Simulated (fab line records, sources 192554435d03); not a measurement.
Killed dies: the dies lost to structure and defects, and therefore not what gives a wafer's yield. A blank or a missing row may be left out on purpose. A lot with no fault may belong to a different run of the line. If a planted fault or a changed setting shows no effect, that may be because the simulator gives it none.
Comparing a struck lot with a sound one / flow n5 finfet / 16 out of 1938 route steps
Sound: the wafers L480.2, L480.3, L480.5. Struck: wafer L491.3 (left out: L491.2, L491.5 of the same lot, which were not struck); the cause appears at the end.
Order at every step that has rows: each side's tool, ch and its chambers, its first start. Under that, the readings that differ: sound wafers / struck wafers / difference of the means / sigmas: that difference in standard deviations of wafers without a fault.
alike: same words and numbers on both sides, and readings whose means sit less than 2 such deviations apart. not compared: any withheld reading, any reading some wafer has no value for, any bound like >300 that may hide the same value, and any number with overlapping values for which the record gives no deviation.
The two part at a step that has a row with sigmas, a row that says differs or no value, or rows on one side only. Numbers that don't overlap but have no deviation are shown without sigmas and don't part them. A reading missing from all wafers of one side parts the sides only when that side holds two or more wafers.

N5_BEOL_M1_SURFACE_TREAT_85:
  sound on pvd sputter-02 at day 6 08:26; struck on pvd sputter-01 at day 8 23:02
  not compared: throttle valve pct
then, 4 steps without rows for these wafers: N5_BEOL_M1_CVD_47 (deposits Co from CCTBA/H2, target thk 3 nm, time 223.8 s); N5_BEOL_M1_SPUTTER_48 (material Cu, target thk 4.5 nm, time 8.29 s); N5_BEOL_M1_ANNEAL_49 (time 240 s); N5_BEOL_M1_SPUTTER_79 (material Cu, target thk 4.5 nm, time 8.29 s).
N5_BEOL_M1_ANNEAL_80: time 240 s.
  sound on pvd sputter-01 at day 6 09:06; struck on pvd sputter-01 at day 8 23:43
  alike: heater power w
then, 2 steps without rows for these wafers: N5_BEOL_M1_SPUTTER_81 (material Cu, target thk 4.5 nm, time 8.29 s); N5_BEOL_M1_ANNEAL_82 (time 240 s).
N5_BEOL_M1_SPUTTER_86: material Cu, target thk 4.5 nm, time 8.29 s.
  sound on pvd sputter-01 at day 6 09:28; struck on pvd sputter-01 at day 9 00:05
  alike: chamber pressure pa, throttle valve pct
N5_BEOL_M1_ANNEAL_87: time 240 s.
  sound on pvd sputter-01 at day 6 09:32; struck on pvd sputter-01 at day 9 00:10
  alike: heater power w
then, 2 steps without rows for these wafers: N5_BEOL_M1_SPUTTER_88 (material Cu, target thk 4.5 nm, time 8.29 s); N5_BEOL_M1_ANNEAL_89 (time 240 s).
N5_BEOL_M1_SPUTTER_90: material Cu, target thk 4.5 nm, time 8.29 s.
  sound on pvd sputter-01 at day 6 09:54; struck on pvd sputter-01 at day 9 00:31
reading=chamber pressure pa (Pa); sound=0.07014 0.07021 0.07002; struck=0.08877; difference=+0.01865; sigmas=+99 or more
reading=throttle valve pct (%); sound=30.2 29.0 29.1; struck=26.8; difference=-2.6; sigmas=-3
N5_BEOL_M1_ANNEAL_91: time 240 s.
  sound on pvd sputter-01 at day 6 09:59; struck on pvd sputter-01 at day 9 00:36
  alike: heater power w
N5_BEOL_M4_RC_MEAS_101:
  sound on prober-01 ch 0, day 8 00:55; struck on prober-01 ch 0, day 10 05:15
  alike: DIBL_N, DIBL_P, IOFF_N, IOFF_P, ION_N, ION_P, SS_N, SS_P, VT_N, VT_P
after that, 1 step had no rows for these wafers: N5_PASSIVATION_PROBE_49.

## WHERE THEY PART
Only at N5_BEOL_M1_SPUTTER_90, as far as this record shows. Later steps at which nothing parts them and some readings are alike: N5_BEOL_M1_ANNEAL_91, N5_BEOL_M4_RC_MEAS_101.

WHY: whatever the simulator had introduced
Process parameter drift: pvd sputter-01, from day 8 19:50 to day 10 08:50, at N5_BEOL_M1_SPUTTER_90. From 0.07, the setting chamber pressure pa moved by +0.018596. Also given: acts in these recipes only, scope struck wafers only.
